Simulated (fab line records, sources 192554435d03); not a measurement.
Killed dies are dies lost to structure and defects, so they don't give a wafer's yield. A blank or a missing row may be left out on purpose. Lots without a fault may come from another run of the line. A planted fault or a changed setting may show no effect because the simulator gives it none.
Which tool did it? | flow n5_finfet | 12 lots, 36 wafers sampled, at 2 steps of a route of 1938

WHAT THE GAUGES READ, wafer by wafer
N5_GATE_CUT_INSPECT_15: inspects for defects (brightfield).
lot  | measured     | on                | raw_defect_count
L075 | day 4 17:10  | defect_inspect-01 | 108 175 125
L077 | day 5 06:10  | defect_inspect-01 | 147 139 206
L079 | day 5 23:17  | defect_inspect-02 | 101 101 113
L081 | day 6 07:11  | defect_inspect-02 | 115 162 110
L083 | day 6 15:33  | defect_inspect-01 | 108 134 86
L085 | day 7 11:48  | defect_inspect-01 | 179 148 128
L087 | day 7 18:13  | defect_inspect-01 | 82 117 88
L089 | day 8 07:52  | defect_inspect-01 | 154 122 200
L091 | day 8 20:17  | defect_inspect-01 | 130 85 121
L093 | day 9 07:12  | defect_inspect-01 | 292 194 157
L095 | day 9 19:32  | defect_inspect-01 | 142 170 167
L097 | day 10 07:30 | defect_inspect-01 | 154 148 136

WHICH TOOL RAN EACH LOT (tool, then ch and the chambers of the sampled wafers, then the start)
lot  | N5_GATE_CUT_PECVD_57
L075 | pecvd-04 ch 0,1,2, day 4 16:20
L077 | pecvd-02 ch 0,1,2, day 5 05:13
L079 | pecvd-04 ch 0,1, day 5 22:11
L081 | pecvd-04 ch 0,1,2, day 6 06:14
L083 | pecvd-03 ch 0,1, day 6 14:41
L085 | pecvd-02 ch 0,1,2, day 7 10:51
L087 | pecvd-03 ch 0,1,2, day 7 17:16
L089 | pecvd-04 ch 1,2, day 8 07:02
L091 | pecvd-02 ch 0,1,2, day 8 19:18
L093 | pecvd-02 ch 0,1, day 9 06:22
L095 | pecvd-04 ch 0,2, day 9 18:42
L097 | pecvd-03 ch 0,1, day 10 06:30
- N5_GATE_CUT_PECVD_57: deposits SiNx from SiH4/NH3/N2, target thk 21 nm.

THE ANSWER, worked out from the rows above alone
Rule: what is usual is taken from the lots themselves. Put in order of their means at a reading, lots are off if they are a third of the lots or fewer, leave a main group of 4 or more, and stand apart from it by a gap of 3 or more times the standard deviation of the main group's means; of several such gaps the widest counts. A main group whose means are all the same, to the digits that the tables above print for the reading, isn't used. A lot without any number at a reading at which 4 lots or more have one is off too. The other lots that the step has rows for count as sound.
No lot is off at any reading shown: from this, nothing can be told.

WHAT THE SIMULATOR HAD PUT IN
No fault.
